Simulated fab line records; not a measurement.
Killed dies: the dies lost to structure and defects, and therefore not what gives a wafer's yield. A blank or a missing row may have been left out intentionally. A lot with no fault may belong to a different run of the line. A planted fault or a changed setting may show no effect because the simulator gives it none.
Which of the tools did it? ; flow n5_finfet ; Sampling: 11 lots, 33 wafers, 2 of 1938 route steps

== WHAT THE GAUGES SHOWED, per wafer ==
N5_PASSIVATION_OVL_MEAS_63.
lot;measured;on;PAD_OVL (nm)
L286;day 12 12:34;overlay-02;1 1 3
L287;day 13 06:35;overlay-02;-5 -8 -7
L288;day 13 03:59;overlay-02;2 -1 -2
L289;day 13 04:32;overlay-02;-3 -5 -6
L292;day 13 12:46;overlay-02;2 4 0
L298;day 15 09:26;overlay-02;-4 7 2
L302;day 16 16:23;overlay-02;7 5 1
L303;day 16 21:35;overlay-02;8 -1 4
L305;day 16 21:20;overlay-01;6 3 1
L307;day 17 19:02;overlay-01;-2 -1 -1
L308;day 18 08:44;overlay-02;3 1 -7

== WHICH TOOL RAN EACH LOT (tool, then ch and the chambers of the sampled wafers, then the start) ==
lot;N5_BEOL_M3_PRE_CLEAN_45
L286;pvd_sputter-02, day 7 07:23
L287;pvd_sputter-02, day 7 15:49
L288;pvd_sputter-02, day 7 19:53
L289;pvd_sputter-01, day 8 08:22
L292;pvd_sputter-02, day 9 00:49
L298;pvd_sputter-03, day 10 11:40
L302;pvd_sputter-03, day 11 23:18
L303;pvd_sputter-02, day 12 00:07
L305;pvd_sputter-01, day 12 02:16
L307;pvd_sputter-03, day 12 21:20
L308;pvd_sputter-01, day 13 18:23
- N5_BEOL_M3_PRE_CLEAN_45: time 30 s.

== THE ANSWER, worked out from the rows above alone ==
Rule: usual is defined by the lots themselves. The widest of any qualifying gaps counts: lots, ordered by their means at a reading, are off when they make up no more than a third of the lots, leave a main group of 4 or more, and stand apart from it by 3 or more times the standard deviation of that group's means. Not used: any main group whose means are identical at the precision the tables above print for the reading. Also off: a lot with no number at a reading for which 4 or more lots have one. Any other lot the step has rows for is counted as sound.
Nothing can be told from this: no lot is off at any reading shown.

== WHAT THE SIMULATOR PUT IN ==
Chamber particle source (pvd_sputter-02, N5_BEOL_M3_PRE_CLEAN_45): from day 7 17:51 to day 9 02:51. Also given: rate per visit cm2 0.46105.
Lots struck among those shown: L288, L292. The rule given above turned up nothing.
